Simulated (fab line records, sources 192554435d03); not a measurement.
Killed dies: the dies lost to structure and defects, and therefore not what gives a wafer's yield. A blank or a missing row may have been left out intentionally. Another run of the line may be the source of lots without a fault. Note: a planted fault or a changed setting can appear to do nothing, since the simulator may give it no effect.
Chamber matching	flow n5 finfet	4 sister chambers for N5_BEOL_M8_ETCH_62 on rie diel-06
The step etches SOC in N2/H2, target depth 110 nm, overetch 22 nm, time 165 s. 8 wafers are shown with their chamber, then 7 later ones without.

EACH WAFER AND ITS CHAMBER
wafer	chamber	throttle valve pct (%)	showerhead plenum p Torr (Torr)
L080.1	0	18.03	2.65
L082.2	3	18.39	2.53
L082.6	1	17.57	2.69
L088.2	0	18.01	2.65
L088.3	1	17.59	2.69
L088.5	2	17.80	2.60
L089.1	3	18.38	2.52
L089.2	2	17.80	2.60

WAFERS WHOSE CHAMBER IS MISSING
wafer	throttle valve pct (%)	showerhead plenum p Torr (Torr)
L089.4	17.60	2.69
L091.1	17.81	2.60
L091.3	17.62	2.69
L091.4	18.40	2.52
L097.1	17.86	2.59
L097.2	17.63	2.68
L097.6	17.87	2.59

WHICH CHAMBER EACH ONE RAN IN
wafer	from the rows above	in truth
L089.4	1	1
L091.1	2	2
L091.3	1	1
L091.4	3	3
L097.1	2	2
L097.2	1	1
L097.6	2	2
7 of 7 placed correctly. Not placeable from these rows: 0. Number placed wrongly: 0.
How it was worked out, from the rows above alone: a wafer's distance from a chamber is the root of the sum, over the readings, of the square of ((its reading less the chamber's mean) divided by the reading's scatter). The wafer belongs to the nearest chamber; if the next one is less than 2 further off, it can't be placed. Each chamber's mean is taken over the wafers shown for it. How the scatter is found: for the shown wafers, subtract from each reading the mean of its chamber, square and add these, divide the total by (wafers less chambers), then take the root.
